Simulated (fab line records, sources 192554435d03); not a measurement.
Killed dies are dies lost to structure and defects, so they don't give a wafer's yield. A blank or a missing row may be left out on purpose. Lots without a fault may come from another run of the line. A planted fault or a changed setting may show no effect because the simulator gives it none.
Chamber matching | flow n5_finfet | N5_BEOL_M7_CURE_74 on uv_cure-01: 3 sister chambers
The step cures SiCOH lowk, time 240 s. 24 wafers are shown with their chamber, then 12 later ones without.

WAFERS WITH THEIR CHAMBER
wafer  | chamber | wafer_temp_C_max | lamp_power_pct (%)
L076.1 | 2       | 386.6            | 52.24
L076.2 | 2       | 386.5            | 52.34
L076.5 | 2       | 387.0            | 52.24
L075.2 | 0       | 387.3            | 52.33
L075.3 | 0       | 387.7            | 52.24
L075.4 | 0       | 387.5            | 52.27
L080.2 | 2       | 386.8            | 52.35
L080.3 | 2       | 386.6            | 52.41
L080.6 | 2       | 386.6            | 52.37
L083.1 | 1       | 386.7            | 52.23
L083.2 | 1       | 387.4            | 52.29
L083.6 | 1       | 386.5            | 52.35
L084.1 | 2       | 388.4            | 52.34
L084.4 | 2       | 387.1            | 52.34
L084.5 | 2       | 387.9            | 52.26
L084.2 | 2       | 387.6            | 52.25
L084.3 | 2       | 387.3            | 52.34
L084.6 | 2       | 387.7            | 52.36
L088.1 | 0       | 387.1            | 52.27
L088.4 | 0       | 387.5            | 52.36
L088.5 | 0       | 387.7            | 52.28
L087.3 | 2       | 386.9            | 52.28
L087.4 | 2       | 386.8            | 52.34
L087.5 | 2       | 386.6            | 52.25

SIGNATURES (means of the wafers above)
reading          | chamber 0 | chamber 1 | chamber 2 | scatter within a chamber
wafer_temp_C_max | 387.467   | 386.867   | 387.093   | 0.502
lamp_power_pct   | 52.2917   | 52.2900   | 52.3140   | 0.0532
Rule: a wafer's distance from a chamber is the root of the sum, over the readings, of the square of ((its reading less the chamber's mean) divided by the reading's scatter). The wafer belongs to the nearest chamber; if the next one is less than 2 further off, it can't be placed. The scatter: the root of (the sum of the squares of (reading less its chamber's mean) over the shown wafers, divided by (wafers less chambers)).

WAFERS WITHOUT THEIR CHAMBER
wafer  | wafer_temp_C_max | lamp_power_pct (%)
L091.2 | 387.1            | 52.32
L091.3 | 387.4            | 52.39
L091.6 | 387.2            | 52.21
L090.3 | 386.9            | 52.33
L090.4 | 386.1            | 52.31
L090.5 | 386.5            | 52.34
L089.1 | 387.8            | 52.31
L089.2 | 386.7            | 52.25
L089.6 | 386.5            | 52.38
L093.1 | 386.9            | 52.30
L093.2 | 386.2            | 52.19
L093.5 | 387.7            | 52.32

WHICH CHAMBER EACH WENT THROUGH
wafer  | from the rows above          | in truth
L091.2 | can't be placed: 2 or 1 or 0 | 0
L091.3 | can't be placed: 2 or 0 or 1 | 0
L091.6 | can't be placed: 0 or 1 or 2 | 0
L090.3 | can't be placed: 2 or 1 or 0 | 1
L090.4 | can't be placed: 1 or 2 or 0 | 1
L090.5 | can't be placed: 1 or 2 or 0 | 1
L089.1 | can't be placed: 0 or 2 or 1 | 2
L089.2 | can't be placed: 1 or 2 or 0 | 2
L089.6 | can't be placed: 2 or 1 or 0 | 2
L093.1 | can't be placed: 1 or 2 or 0 | 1
L093.2 | can't be placed: 1 or 2 or 0 | 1
L093.5 | can't be placed: 0 or 2 or 1 | 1
Placed correctly: 0 of 12. Can't be placed from these rows: 12 (the true chamber is among the candidates in 12). Placed wrongly: 0.
